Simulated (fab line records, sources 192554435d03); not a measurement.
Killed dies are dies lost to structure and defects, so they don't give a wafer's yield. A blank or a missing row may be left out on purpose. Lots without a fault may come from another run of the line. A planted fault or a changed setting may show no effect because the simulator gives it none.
fab line records | flow n5_finfet
record lots=10 wafers=28 last_day=15
route steps=1938 shown SD_EPI_P@314 BEOL_M4@1097 BEOL_M5@1113 PASSIVATION@1936
lots that met no fault: from a run of the same line without faults
start_h: hours from the record's first day to the start of the lot's first wafer shown | wait_h: hours since the lot's step before | " the same as in the row above | L1.1+2: a row that stands for several wafers | - no value, or no start given | * or withheld: withheld | < > ~ a bound
route shown NAME@n: a module of which the file shows steps, and the number in the route of the first | usual: mean/standard deviation of fault-free wafers | same: alike in all rows | chamber/n: place in a boat | sites: the reading at each site | _std_site: their standard deviation | _edge_site: outer sites' mean less inner sites' | radius_mm: how far each site lies from the wafer's centre | mask NAME#n: copy n | behind: the tool/chamber that last shaped the wafer | hold: why the lot was held/for how many hours/how that ended | device: the transistor (n, p or np) that didn't switch | end of line: the same wafers' tests at the end of the route | a step without rows: its recipe alone | killed: dies lost to structure and defects at the first sort, not the wafer's yield | map: a wafer's dies, x killed, . not, _ none there
set.NAME: the setting as run; set.NAME@STEP: as run at that earlier step | model.NAME: the simulator's own value behind a step, which no gauge read
steps of the route over a sample of lots; a table a step, a row a wafer
services: from which hour (start_h, from the record's first day; less than 0 if before it) a tool's chamber was out of use, for how many hours, and why
## steps
# step N5_SD_EPI_P_SD_RECESS_17
# recipe chemistry=HBr/Cl2/O2 target_depth_a=391 bt_time_s=3 pressure_mtorr=10 icp_w=800 bias_w=112 HBr_flow_sccm=150 Cl2_flow_sccm=80 O2_flow_sccm=12
# usual bias_w=112.0/0.33 drypump_motor_current_A=5.8/0.4 oes_product_au=1.006/0.012 throttle_valve_pct=37.1/0.42
# columns lot.wafer tool chamber start_h wait_h bias_w drypump_motor_current_A oes_product_au rf_hours_counter_h throttle_valve_pct
L623.2 rie_si-04 0 56.63 0.0 112.4 5.9 0.982 5 37.4
L623.3 " 3 " " 111.8 5.9 1.033 201 37.2
L623.6 " 3 " " 111.8 6.0 1.035 - 37.2
L625.2 rie_si-02 3 66.35 0.0 112.1 6.6 1.009 53 37.2
L625.5 " 2 " " 112.1 6.0 1.016 - 36.7
L628.2 rie_si-03 3 86.38 0.0 111.7 5.5 1.005 164 36.9
L628.3 " 0 " " 112.4 5.5 1.020 80 36.4
L628.4 " 2 " " 111.8 6.0 1.009 142 37.6
L630.2 rie_si-03 1 96.36 0.0 112.0 5.7 1.009 9 37.5
L630.3 " 0 " " 111.9 5.5 1.024 80 36.3
L630.4 " 3 " " 111.8 5.5 0.999 165 36.9
L629.1 rie_si-04 1 99.78 0.0 111.9 5.2 1.016 130 37.3
L629.2 " 3 " " 112.5 5.9 0.985 0 37.1
L631.1 rie_si-03 0 104.16 0.0 112.2 5.5 1.019 80 36.3
L631.2 " 3 " " 112.6 5.4 1.008 165 36.9
L631.4 " 2 " " 112.1 6.0 1.010 142 37.6
L632.1 rie_si-03 0 109.10 0.0 111.9 5.5 1.020 80 36.3
L632.2 " 2 " " 112.2 6.0 1.001 142 37.6
L632.5 " 3 " " 111.9 5.5 1.005 - 36.9
L633.1 rie_si-02 3 117.71 0.0 111.7 6.6 1.001 54 37.2
L633.3 " 1 " " 112.1 5.2 1.001 102 37.5
L633.5 " 3 " " 112.1 6.6 1.008 - 37.2
L638.2 rie_si-02 2 144.28 0.0 111.7 6.0 1.008 126 36.7
L638.4 " 3 " " 112.1 6.6 0.996 55 37.2
L638.5 " 1 " " 112.9 5.2 1.008 - 37.5
L640.1 rie_si-02 2 155.66 0.0 111.7 6.0 1.016 126 36.7
L640.2 " 1 " " 112.3 5.2 1.003 102 37.5
L640.4 " 0 " " 112.3 6.3 1.002 114 36.7
# step N5_BEOL_M4_ANNEAL_93
# recipe temp_c=400 time_s=240 ambient=vacuum
# usual heater_power_w=808/69
# columns lot.wafer tool chamber start_h wait_h heater_power_w
L623.2 pvd_sputter-03 - 159.24 0.0 841
L623.3 " - " " 777
L623.6 " - " " 837
L625.2 pvd_sputter-01 - 172.28 0.0 880
L625.5 " - " " 695
L628.2 pvd_sputter-01 - 192.28 0.0 859
L628.3 " - " " 835
L628.4 " - " " 853
L629.1 pvd_sputter-01 - 202.87 0.0 853
L629.2 " - " " 736
L631.1 pvd_sputter-03 - 203.18 0.0 755
L631.2 " - " " 758
L631.4 " - " " 833
L632.1 pvd_sputter-03 - 208.32 0.0 764
L632.2 " - " " 770
L632.5 " - " " 833
L630.2 pvd_sputter-02 - 208.43 0.0 1012
L630.3 " - " " 771
L630.4 " - " " 731
L633.1 pvd_sputter-01 - 225.38 0.0 716
L633.3 " - " " 869
L633.5 " - " " 863
L638.2 pvd_sputter-01 - 251.45 0.0 873
L638.4 " - " " 810
L638.5 " - " " 740
L640.1 pvd_sputter-03 - 259.41 0.0 764
L640.2 " - " " 823
L640.4 " - " " 756
# step N5_BEOL_M4_THK_MEAS_53
# recipe thk_meas_gauge=xrf reads=Cu_of_BEOL_M4_ECD_50
# usual M4_THK=41.2/1.3
# columns lot.wafer tool chamber start_h wait_h M4_THK[nm]
L623.2 film_metro-01 - 160.40 - 42.0
L623.3 " - " " 40.4
L623.6 " - " " 40.3
L625.2 film_metro-01 - 173.43 - 42.0
L625.5 " - " " 40.9
L628.2 film_metro-01 - 193.42 - 40.5
L628.3 " - " " 41.6
L628.4 " - " " 42.8
L629.1 film_metro-01 - 204.02 - 40.7
L629.2 " - " " 42.1
L631.1 film_metro-01 - 204.33 - 41.0
L631.2 " - " " 41.1
L631.4 " - " " 43.1
L632.1 film_metro-01 - 209.47 - 43.6
L632.2 " - " " 40.4
L632.5 " - " " 41.3
L630.2 film_metro-01 - 209.86 - 43.9
L630.3 " - " " 43.4
L630.4 " - " " 41.0
L633.1 film_metro-02 - 226.84 - 40.2
L633.3 " - " " 39.7
L633.5 " - " " 40.0
L638.2 film_metro-01 - 252.93 - 42.4
L638.4 " - " " 43.6
L638.5 " - " " 42.6
L640.1 film_metro-02 - 260.76 - 43.0
L640.2 " - " " 41.9
L640.4 " - " " 40.9
# step N5_BEOL_M4_RC_MEAS_101
# usual CJ_P=5.74/0.16 DIBL_N=36.3/1.7 DIBL_P=36.0/1.9 IOFF_N=0.156/0.028 IOFF_P=0.21/0.036 IOFF_P_85C=3.6/0.51 IOFF_P_LIN=0.098/0.014 ION_N=675/11 ION_P=463/7.8 SS_N=71.6/0.59 SS_P=73.2/0.63 VT_N=250/3.1 VT_P=-251/3.4 VT_P_LVT=-98.8/2.7
# columns lot.wafer tool chamber start_h wait_h CJ_P DIBL_N[mV/V] DIBL_P[mV/V] IOFF_N[nA/um] IOFF_P[nA/um] IOFF_P_85C[nA/um] IOFF_P_LIN[nA/um] ION_N[uA/um] ION_P[uA/um] SS_N[mV/dec] SS_P[mV/dec] VT_N[mV] VT_P[mV] VT_P_LVT[mV]
L623.2 prober-02 0 161.97 0.9 5.52 32.5 34.3 0.114 0.16 2.9 0.083 661 455 71.2 72.2 252 -255 -101.9
L623.3 " 0 " " 5.87 34.3 35.3 0.124 0.17 3.1 0.086 671 459 71.5 72.8 251 -252 -100.3
L623.6 " 0 " " 5.95 35.5 36.1 0.148 0.19 3.3 0.091 671 457 72.2 73.0 248 -252 -100.8
L625.2 prober-01 0 175.46 0.2 5.68 36.3 36.5 0.166 0.22 3.7 0.103 681 471 72.3 73.6 250 -249 -97.2
L625.5 " 0 " " 5.83 35.4 36.5 0.161 0.21 3.6 0.100 682 468 72.3 72.4 246 -252 -99.1
L628.2 prober-02 0 193.92 0.2 5.32 34.2 33.5 0.128 0.19 3.3 0.095 673 464 71.0 72.3 250 -252 -98.8
L628.3 " 0 " " 5.83 35.6 35.0 0.146 0.22 3.8 0.106 661 457 71.8 72.8 252 -249 -96.6
L628.4 " 0 " " 5.64 36.1 34.7 0.155 0.21 3.7 0.106 667 461 71.4 72.6 251 -248 -97.8
L629.1 prober-01 0 204.34 0.0 5.98 36.3 37.5 0.164 0.21 3.6 0.097 691 468 72.1 73.4 250 -250 -100.1
L629.2 " 0 " " 5.60 37.5 37.5 0.196 0.22 3.6 0.097 695 465 72.2 74.0 247 -251 -100.4
L631.1 prober-02 0 204.67 0.0 5.97 34.3 33.6 0.128 0.17 3.1 0.083 674 460 70.8 72.6 253 -251 -101.8
L631.2 " 0 " " 5.73 34.4 34.0 0.122 0.17 3.1 0.083 663 451 71.3 73.4 252 -254 -102.4
L631.4 " 0 " " 5.60 38.4 38.9 0.192 0.25 4.3 0.109 678 458 72.2 74.0 247 -249 -97.7
L632.1 prober-02 0 209.78 0.0 5.94 37.3 36.2 0.177 0.23 3.9 0.106 682 471 70.9 73.5 246 -246 -97.4
L632.2 " 0 " " 5.81 36.5 35.0 0.164 0.20 3.5 0.100 685 467 71.9 72.8 246 -251 -97.9
L632.5 " 0 " " 5.57 36.4 34.8 0.154 0.20 3.5 0.097 675 465 71.1 73.7 248 -251 -97.0
L630.2 prober-01 0 210.53 0.2 5.67 37.0 37.0 0.159 0.22 3.8 0.101 675 461 71.3 73.8 248 -247 -97.7
L630.3 " 0 " " 5.83 37.8 38.1 0.195 0.26 4.3 0.117 691 475 71.4 73.9 245 -244 -95.3
L630.4 " 0 " " 5.80 36.4 35.9 0.144 0.20 3.6 0.097 662 458 72.1 73.5 250 -249 -98.7
L633.1 prober-02 0 227.23 0.0 5.83 32.8 32.7 0.098 0.14 2.6 0.072 642 443 70.1 72.1 258 -257 -102.5
L633.3 " 0 " " 5.80 35.2 34.5 0.137 0.15 2.8 0.078 668 450 71.6 71.6 250 -257 -102.3
L633.5 " 0 " " 5.82 35.2 36.2 0.135 0.18 3.2 0.087 683 463 70.9 72.6 252 -253 -99.4
L638.2 prober-01 0 253.39 0.2 5.73 34.1 36.0 0.121 0.21 3.6 0.104 667 466 70.9 73.4 255 -247 -98.3
L638.4 " 0 " " 6.01 37.7 40.1 0.183 0.29 4.7 0.129 682 472 72.2 73.8 248 -245 -94.2
L638.5 " 0 " " 4.72 37.0 141.0 0.166 80.07 526.0 1.061 679 525 72.2 149.1 252 -229 -79.7
L640.1 prober-02 0 261.07 0.0 5.75 34.7 35.2 0.133 0.18 3.3 0.089 671 453 71.5 73.1 253 -251 -101.6
L640.2 " 0 " " 4.71 34.9 86.0 0.141 13.18 121.3 0.396 669 507 71.5 116.5 252 -239 -86.4
L640.4 " 0 " " 5.91 35.6 35.2 0.151 0.18 3.4 0.089 667 458 71.8 73.2 254 -253 -101.6
# step N5_BEOL_M5_CURE_79
# recipe temp_c=385 time_s=240 ambient=He/Ar material=SiCOH_lowk
# usual lamp_power_pct=52.31/0.056 wafer_temp_C_max=386.7/0.64
# columns lot.wafer tool chamber start_h wait_h lamp_power_pct wafer_temp_C_max
L623.2 uv_cure-01 0 162.92 0.1 52.30 386.5
L623.3 " 0 " " 52.32 387.3
L623.6 " 0 " " 52.25 387.4
L625.2 uv_cure-01 1 176.90 0.6 52.33 386.3
L625.5 " 1 " " 52.29 386.0
L628.2 uv_cure-03 1 195.38 0.6 52.22 386.1
L628.3 " 1 " " 52.25 386.1
L628.4 " 1 " " 52.29 386.2
L629.1 uv_cure-03 1 205.36 0.0 52.31 386.0
L629.2 " 1 " " 52.34 386.0
L631.1 uv_cure-02 2 205.70 0.0 52.30 386.2
L631.2 " 2 " " 52.42 386.2
L631.4 " 2 " " 52.24 386.9
L632.1 uv_cure-01 2 210.86 0.1 52.37 388.7
L632.2 " 2 " " 52.28 387.6
L632.5 " 2 " " 52.36 387.3
L630.2 uv_cure-03 1 211.49 0.1 52.21 385.6
L630.3 " 1 " " 52.35 385.8
L630.4 " 1 " " 52.31 385.8
L633.1 uv_cure-02 1 228.52 0.3 52.35 387.5
L633.3 " 1 " " 52.27 388.1
L633.5 " 1 " " 52.30 388.0
L638.2 uv_cure-02 0 254.34 0.1 52.27 386.4
L638.4 " 0 " " 52.43 385.7
L638.5 " 0 " " 52.29 386.1
L640.1 uv_cure-03 1 262.10 0.0 52.27 386.2
L640.2 " 1 " " 52.40 386.6
L640.4 " 1 " " 52.30 386.0
# step N5_PASSIVATION_PROBE_49
# usual defect_limited_yield=91.5/1.5 killed_at_M0_to_M3=30/11 killed_at_M4_up=13/4.9 killed_at_contacts=14/6.5 killed_at_front_end=40/11 killed_at_other=3.3/2.7 killed_dies=100/18 killed_on_rim=13/3.8 killed_open=67/14 killed_short=32/7.8 sort_bin_4_leakage=0.00/0.0073 sort_bin_5_function=5.0/0.97 sort_bin_6_memory=3.2/0.75 sort_n_pass=1080/18 sort_yield_pct=91.5/1.5
# same gross_dies=1180 killed_at_back_side=0 sort_bin_8_speed[%]=0
# columns lot.wafer tool chamber start_h wait_h defect_limited_yield[%] killed_at_M0_to_M3 killed_at_M4_up killed_at_contacts killed_at_front_end killed_at_other killed_dies killed_on_rim killed_open killed_short sort_bin_4_leakage[%] sort_bin_5_function[%] sort_bin_6_memory[%] sort_n_pass sort_yield_pct[%]
L623.2 prober-01 - 262.72 0.1 93.6 27 10 11 25 2 75 12 44 30 0 4.0 2.3 1105 93.6
L623.3 prober-01 - 262.77 0.1 94.4 22 5 10 22 7 66 3 41 25 0 3.9 1.7 1114 94.4
L623.6 prober-01 - 262.92 0.3 92.7 29 12 7 32 6 86 15 53 31 0 4.0 2.9 1094 92.7
L625.2 prober-02 - 283.26 0.1 92.9 26 11 10 35 2 84 11 57 26 0 4.2 2.8 1096 92.9
L625.5 prober-02 - 283.41 0.2 92.2 26 3 12 47 4 92 9 63 28 0 4.1 3.3 1088 92.2
L628.2 prober-02 - 306.56 0.1 91.2 18 9 25 45 7 104 16 80 24 0 4.8 3.7 1076 91.2
L628.3 prober-02 - 306.61 0.1 91.9 35 11 21 29 0 96 11 68 27 0 4.7 3.3 1084 91.9
L628.4 prober-02 - 306.66 0.2 92.3 19 12 26 31 3 91 17 54 37 0 4.2 3.1 1089 92.3
L631.1 prober-01 - 308.48 0.0 92.3 29 17 6 36 3 91 12 64 27 0 5.1 2.5 1089 92.3
L631.2 prober-01 - 308.53 0.1 92.5 34 11 14 28 2 89 9 66 23 0 5.2 2.1 1091 92.5
L631.4 prober-01 - 308.63 0.2 90.2 29 19 15 52 1 116 21 73 35 0 5.8 3.0 1064 90.2
L629.1 prober-02 - 316.19 0.0 91.9 36 15 11 33 1 96 13 55 37 0 4.2 3.3 1084 91.9
L629.2 prober-02 - 316.24 0.1 90.1 36 8 14 58 1 117 15 81 36 0 5.9 3.7 1063 90.1
L630.2 prober-01 - 316.19 0.1 89.2 38 19 24 37 9 127 17 79 42 0 6.4 3.6 1053 89.2
L630.3 prober-01 - 316.24 0.1 89.8 39 20 20 35 6 120 12 80 40 0 6.0 3.8 1060 89.8
L630.4 prober-01 - 316.29 0.2 90.5 27 14 26 42 3 112 14 77 33 0 5.7 3.6 1068 90.5
L632.1 prober-01 - 327.01 0.0 92.0 28 13 8 40 5 94 14 62 31 0 4.7 3.2 1086 92.0
L632.2 prober-01 - 327.06 0.1 92.9 33 17 6 25 3 84 10 53 31 0 4.2 2.7 1096 92.9
L632.5 prober-01 - 327.21 0.2 90.0 46 15 14 42 1 118 10 89 29 0 6.0 3.7 1062 90.0
L633.1 prober-02 - 333.21 0.0 92.3 19 19 19 31 3 91 12 68 23 0 4.8 2.7 1089 92.3
L633.3 prober-02 - 333.31 0.1 91.5 36 4 19 39 2 100 15 63 34 0 5.2 3.1 1080 91.5
L633.5 prober-02 - 333.41 0.2 91.6 25 13 12 46 3 99 11 61 37 0 4.5 3.4 1081 91.6
L638.2 prober-02 - 365.97 0.1 90.3 57 7 9 39 2 114 14 68 46 0 4.9 4.3 1066 90.3
L638.4 prober-02 - 366.07 0.2 93.3 31 8 5 34 1 79 17 47 20 0 3.6 1.9 1101 93.3
L638.5 prober-02 - 366.12 0.2 93.2 26 16 13 23 2 80 5 54 26 93.22 3.9 2.6 0 0
L640.1 prober-01 - 366.53 0.0 91.6 25 7 11 50 6 99 12 65 29 0 4.7 2.6 1081 91.6
L640.2 prober-01 - 366.58 0.1 90.8 34 13 8 52 2 109 14 75 32 90.76 5.0 3.9 0 0
L640.4 prober-01 - 366.68 0.2 93.6 23 9 10 32 2 76 12 54 21 0 4.3 1.9 1104 93.6
# killed by level:class
L623.2 BEOL_M2:geometric_particle:open=7 MOL_CONTACT_COAG:geometric_particle:open=6 BEOL_M0_SAQP:geometric_particle:open=6 STI_FIN_REVEAL:geometric_particle:open=5 MOL_CONTACT_COAG:geometric_particle:short=5 BEOL_M0_SAQP:geometric_particle:short=5 FIN_SAQP:geometric_particle:short=4 STI_FIN_REVEAL:geometric_particle:short=3
L623.3 MOL_CONTACT_COAG:geometric_particle:open=8 BEOL_M1:geometric_particle:short=6 STI_FIN_REVEAL:geometric_particle:open=5 ILD0:geometric_particle:open=4 BEOL_M0_SAQP:geometric_particle:short=3 BEOL_M2:geometric_particle:open=3 BEOL_M3:geometric_particle:open=3 BEOL_M5:geometric_particle:open=3
L623.6 GATE_CUT:geometric_particle:short=8 MOL_CONTACT_COAG:geometric_particle:open=6 BEOL_M2:geometric_particle:open=6 BEOL_M3:geometric_particle:open=6 BEOL_M1:geometric_particle:open=5 FIN_SAQP:geometric_particle:short=4 DUMMY_GATE:geometric_particle:open=4 BEOL_M0_SAQP:geometric_particle:open=4
L625.2 FIN_SAQP:geometric_particle:open=12 BEOL_M0_SAQP:geometric_particle:short=10 STI_FIN_REVEAL:geometric_particle:open=9 BEOL_M0_SAQP:geometric_particle:open=9 MOL_CONTACT_COAG:geometric_particle:open=8 FIN_SAQP:geometric_particle:short=6 BEOL_M3:geometric_particle:open=6 BEOL_M4:geometric_particle:open=6
L625.5 FIN_SAQP:geometric_particle:open=16 BEOL_M1:geometric_particle:open=8 MOL_CONTACT_COAG:geometric_particle:open=8 FIN_SAQP:geometric_particle:short=7 STI_FIN_REVEAL:geometric_particle:open=6 BEOL_M3:geometric_particle:open=5 DUMMY_GATE:geometric_particle:open=4 MOL_CONTACT_COAG:geometric_particle:short=4
L628.2 MOL_CONTACT_COAG:geometric_particle:open=23 STI_FIN_REVEAL:geometric_particle:open=14 GATE_CUT:geometric_particle:short=8 FIN_SAQP:geometric_particle:open=7 DUMMY_GATE:geometric_particle:open=7 BEOL_M3:geometric_particle:open=5 BEOL_M1:geometric_particle:open=4 BEOL_M2:geometric_particle:open=4
L628.3 MOL_CONTACT_COAG:geometric_particle:open=18 BEOL_M3:geometric_particle:open=10 FIN_SAQP:geometric_particle:open=9 BEOL_M0_SAQP:geometric_particle:open=7 BEOL_M2:geometric_particle:open=5 DUMMY_GATE:geometric_particle:open=4 BEOL_M0_SAQP:geometric_particle:short=4 BEOL_M3:geometric_particle:short=4
L628.4 MOL_CONTACT_COAG:geometric_particle:open=21 DUMMY_GATE:geometric_particle:open=10 BEOL_M0_SAQP:geometric_particle:short=7 BEOL_M4:geometric_particle:short=6 BEOL_M3:geometric_particle:open=5 MOL_CONTACT_COAG:geometric_particle:short=5 FIN_SAQP:geometric_particle:open=4 FIN_SAQP:geometric_particle:short=2
L631.1 FIN_SAQP:geometric_particle:short=10 BEOL_M2:geometric_particle:open=10 BEOL_M3:geometric_particle:open=9 BEOL_M6:geometric_particle:open=7 FIN_SAQP:geometric_particle:open=5 MOL_CONTACT_COAG:geometric_particle:open=5 STI_FIN_REVEAL:geometric_particle:open=4 GATE_CUT:geometric_particle:short=3
L631.2 MOL_CONTACT_COAG:geometric_particle:open=13 BEOL_M3:geometric_particle:open=10 BEOL_M2:geometric_particle:open=7 BEOL_M0_SAQP:geometric_particle:short=7 FIN_SAQP:geometric_particle:short=5 DUMMY_GATE:geometric_particle:open=4 BEOL_M1:geometric_particle:open=4 FIN_CUT:geometric_particle:short=3
L631.4 FIN_SAQP:geometric_particle:short=21 MOL_CONTACT_COAG:geometric_particle:open=14 FIN_SAQP:geometric_particle:open=10 BEOL_M2:geometric_particle:open=10 BEOL_M4:geometric_particle:open=10 BEOL_M3:geometric_particle:open=8 HKMG_FIN:area_etch=8 DUMMY_GATE:geometric_particle:open=3
L629.1 BEOL_M0_SAQP:geometric_particle:short=18 FIN_SAQP:geometric_particle:open=12 MOL_CONTACT_COAG:geometric_particle:open=8 BEOL_M0_SAQP:geometric_particle:open=8 BEOL_M4:geometric_particle:open=8 FIN_SAQP:geometric_particle:short=7 STI_FIN_REVEAL:geometric_particle:open=5 MOL_CONTACT_COAG:geometric_particle:short=3
L630.2 MOL_CONTACT_COAG:geometric_particle:open=20 BEOL_M2:geometric_particle:open=8 BEOL_M0_SAQP:geometric_particle:short=7 BEOL_M0_SAQP:geometric_particle:open=7 FIN_SAQP:geometric_particle:short=6 BEOL_M4:geometric_particle:open=6 BEOL_M3:geometric_particle:open=6 PASS1_CAP:geometric_particle:short=5
L629.2 FIN_SAQP:geometric_particle:open=24 MOL_CONTACT_COAG:geometric_particle:open=14 FIN_SAQP:geometric_particle:short=13 BEOL_M0_SAQP:geometric_particle:short=8 BEOL_M3:geometric_particle:open=8 STI_FIN_REVEAL:geometric_particle:open=7 BEOL_M0_SAQP:geometric_particle:open=7 BEOL_M1:geometric_particle:open=7
L630.3 MOL_CONTACT_COAG:geometric_particle:open=14 BEOL_M0_SAQP:geometric_particle:short=10 STI_FIN_REVEAL:geometric_particle:open=9 DUMMY_GATE:geometric_particle:open=8 BEOL_M0_SAQP:geometric_particle:open=8 BEOL_M2:geometric_particle:open=8 BEOL_M1:geometric_particle:open=6 MOL_CONTACT_COAG:geometric_particle:short=6
L630.4 MOL_CONTACT_COAG:geometric_particle:open=23 FIN_SAQP:geometric_particle:open=11 FIN_SAQP:geometric_particle:short=9 BEOL_M1:geometric_particle:open=7 DUMMY_GATE:geometric_particle:open=4 GATE_CUT:geometric_particle:short=4 BEOL_M1:geometric_particle:short=4 BEOL_M2:geometric_particle:open=4
L632.1 STI_FIN_REVEAL:geometric_particle:open=8 BEOL_M4:geometric_particle:open=7 MOL_CONTACT_COAG:geometric_particle:open=6 BEOL_M2:geometric_particle:open=6 FIN_SAQP:geometric_particle:open=5 BEOL_M0_SAQP:geometric_particle:open=5 BEOL_M1:geometric_particle:open=5 BEOL_M3:geometric_particle:open=5
L632.2 BEOL_M3:geometric_particle:open=8 BEOL_M2:geometric_particle:open=8 STI_FIN_REVEAL:geometric_particle:open=7 BEOL_M4:geometric_particle:open=6 BEOL_M1:geometric_particle:open=5 BEOL_M2:geometric_particle:short=5 FIN_SAQP:geometric_particle:open=4 DUMMY_GATE:geometric_particle:open=4
L632.5 FIN_SAQP:geometric_particle:open=14 MOL_CONTACT_COAG:geometric_particle:open=13 BEOL_M2:geometric_particle:open=13 BEOL_M1:geometric_particle:open=12 FIN_SAQP:geometric_particle:short=12 BEOL_M3:geometric_particle:open=10 STI_FIN_REVEAL:geometric_particle:open=5 DUMMY_GATE:geometric_particle:open=5
L633.1 MOL_CONTACT_COAG:geometric_particle:open=15 FIN_SAQP:geometric_particle:open=10 BEOL_M0_SAQP:geometric_particle:open=7 FIN_SAQP:geometric_particle:short=5 STI_FIN_REVEAL:geometric_particle:open=5 BEOL_M4:geometric_particle:open=5 BEOL_M7:geometric_particle:open=5 MOL_CONTACT_COAG:geometric_particle:short=4
L633.3 FIN_SAQP:geometric_particle:open=15 MOL_CONTACT_COAG:geometric_particle:open=15 BEOL_M0_SAQP:geometric_particle:open=13 BEOL_M0_SAQP:geometric_particle:short=10 FIN_SAQP:geometric_particle:short=9 BEOL_M3:geometric_particle:open=7 BEOL_M1:geometric_particle:open=4 STI_FIN_REVEAL:geometric_particle:open=3
L633.5 FIN_SAQP:geometric_particle:open=14 BEOL_M0_SAQP:geometric_particle:open=10 FIN_SAQP:geometric_particle:short=8 BEOL_M0_SAQP:geometric_particle:short=7 MOL_CONTACT_COAG:geometric_particle:short=6 DUMMY_GATE:geometric_particle:open=5 MOL_CONTACT_COAG:geometric_particle:open=5 BEOL_M6:geometric_particle:open=5
L638.2 BEOL_M0_SAQP:geometric_particle:short=17 BEOL_M1:geometric_particle:open=10 FIN_SAQP:geometric_particle:open=9 BEOL_M0_SAQP:geometric_particle:open=8 FIN_SAQP:geometric_particle:short=7 BEOL_M2:geometric_particle:open=7 MOL_CONTACT_COAG:geometric_particle:open=6 STARTING-WAFER:geometric_particle:open=6
L638.4 HKMG_FIN:area_etch=12 BEOL_M2:geometric_particle:open=9 BEOL_M1:geometric_particle:open=8 FIN_SAQP:geometric_particle:short=6 BEOL_M0_SAQP:geometric_particle:open=5 FIN_SAQP:geometric_particle:open=4 STI_FIN_REVEAL:geometric_particle:open=4 MOL_CONTACT_COAG:geometric_particle:open=4
L638.5 MOL_CONTACT_COAG:geometric_particle:open=10 BEOL_M2:geometric_particle:open=6 BEOL_M0_SAQP:geometric_particle:open=6 FIN_SAQP:geometric_particle:short=5 BEOL_M0_SAQP:geometric_particle:short=5 BEOL_M4:geometric_particle:open=5 FIN_SAQP:geometric_particle:open=4 GATE_CUT:geometric_particle:short=4
L640.1 STI_FIN_REVEAL:geometric_particle:open=13 MOL_CONTACT_COAG:geometric_particle:open=9 DUMMY_GATE:geometric_particle:open=7 FIN_SAQP:geometric_particle:short=6 FIN_SAQP:geometric_particle:open=5 BEOL_M1:geometric_particle:open=5 BEOL_M0_SAQP:geometric_particle:short=5 BEOL_M2:geometric_particle:open=5
L640.2 FIN_SAQP:geometric_particle:open=21 FIN_SAQP:geometric_particle:short=9 STI_FIN_REVEAL:geometric_particle:open=9 BEOL_M1:geometric_particle:open=7 MOL_CONTACT_COAG:geometric_particle:open=6 BEOL_M3:geometric_particle:open=6 BEOL_M0_SAQP:geometric_particle:open=5 BEOL_M0_SAQP:geometric_particle:short=5
L640.4 FIN_SAQP:geometric_particle:open=9 MOL_CONTACT_COAG:geometric_particle:open=8 BEOL_M1:geometric_particle:open=7 DUMMY_GATE:geometric_particle:open=6 BEOL_M2:geometric_particle:open=5 FIN_SAQP:geometric_particle:short=4 STARTING-WAFER:geometric_particle:open=4 BEOL_M1:geometric_particle:short=4
## services
# columns tool chamber start_h hours kind
uv_cure-02 - 38.72 1.0 pm
uv_cure-02 - 44.31 2.1 pm
rie_si-02 - 49.31 14.6 pm
uv_cure-02 - 53.49 0.9 repair
pvd_sputter-01 - 78.05 1.8 repair
uv_cure-01 - 78.97 8.5 repair
pvd_sputter-01 - 86.74 10.1 repair
uv_cure-01 - 95.92 1.0 pm
rie_si-04 3 105.30 6.4 repair
uv_cure-02 - 112.22 7.1 pm
uv_cure-02 - 130.50 4.9 repair
uv_cure-03 - 132.31 1.0 repair
rie_si-02 2 133.76 5.6 repair
uv_cure-01 - 136.16 6.0 pm
rie_si-03 3 147.08 9.5 repair
rie_si-03 - 152.46 0.6 repair
uv_cure-02 - 157.95 6.0 pm
uv_cure-02 - 168.82 9.7 repair
uv_cure-02 - 193.83 2.6 repair
uv_cure-01 - 212.44 24.9 pm
rie_si-03 1 213.18 11.3 repair
rie_si-02 3 229.05 15.2 repair
uv_cure-01 - 237.34 5.0 pm
uv_cure-01 - 244.91 2.1 pm
## key
first_sign step=N5_BEOL_M4_RC_MEAS_101 reading=IOFF_P direction=up sigmas=99+ usual=0.21 struck=46.63
effect step=N5_BEOL_M4_RC_MEAS_101 reading=IOFF_P_85C direction=up sigmas=99+ usual=3.6 struck=323.6
effect step=N5_BEOL_M4_RC_MEAS_101 reading=SS_P direction=up sigmas=95 usual=73.2 struck=132.8
effect step=N5_BEOL_M4_RC_MEAS_101 reading=IOFF_P_LIN direction=up sigmas=45 usual=0.098 struck=0.728
effect step=N5_BEOL_M4_RC_MEAS_101 reading=DIBL_P direction=up sigmas=42 usual=36.0 struck=113.5
effect step=N5_BEOL_M4_RC_MEAS_101 reading=ION_P direction=up sigmas=6.8 usual=463 struck=516
effect step=N5_BEOL_M4_RC_MEAS_101 reading=CJ_P direction=down sigmas=6.4 usual=5.74 struck=4.71
effect step=N5_BEOL_M4_RC_MEAS_101 reading=VT_P_LVT direction=up sigmas=5.9 usual=-98.8 struck=-83.1
effect step=N5_BEOL_M4_RC_MEAS_101 reading=VT_P direction=up sigmas=4.8 usual=-251 struck=-234
effect step=N5_PASSIVATION_PROBE_49 reading=sort_bin_4_leakage direction=up sigmas=99+ usual=0.00 struck=91.99
met_at N5_SD_EPI_P_SD_RECESS_17
struck_lots L638,L640
struck_wafers L638.5,L640.2
baseline_loss step=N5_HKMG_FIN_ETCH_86 wafers=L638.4
not_acting_at N5_BEOL_M4_ANNEAL_93,N5_BEOL_M4_THK_MEAS_53,N5_BEOL_M5_CURE_79
onset_between 117.71 144.28
fault kind=process_parameter_drift tool=rie_si-02 chamber=1 onset_h=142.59 steps=N5_SD_EPI_P_SD_RECESS_17 channel=target_depth_a offset=159.29 shape=step end_h=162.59 acts_in=these_recipes_only stated=391
# baseline_loss: these wafers lose ten dies or more at that step, a loss of the line's own and not of a fault; the sort's usual values leave them out
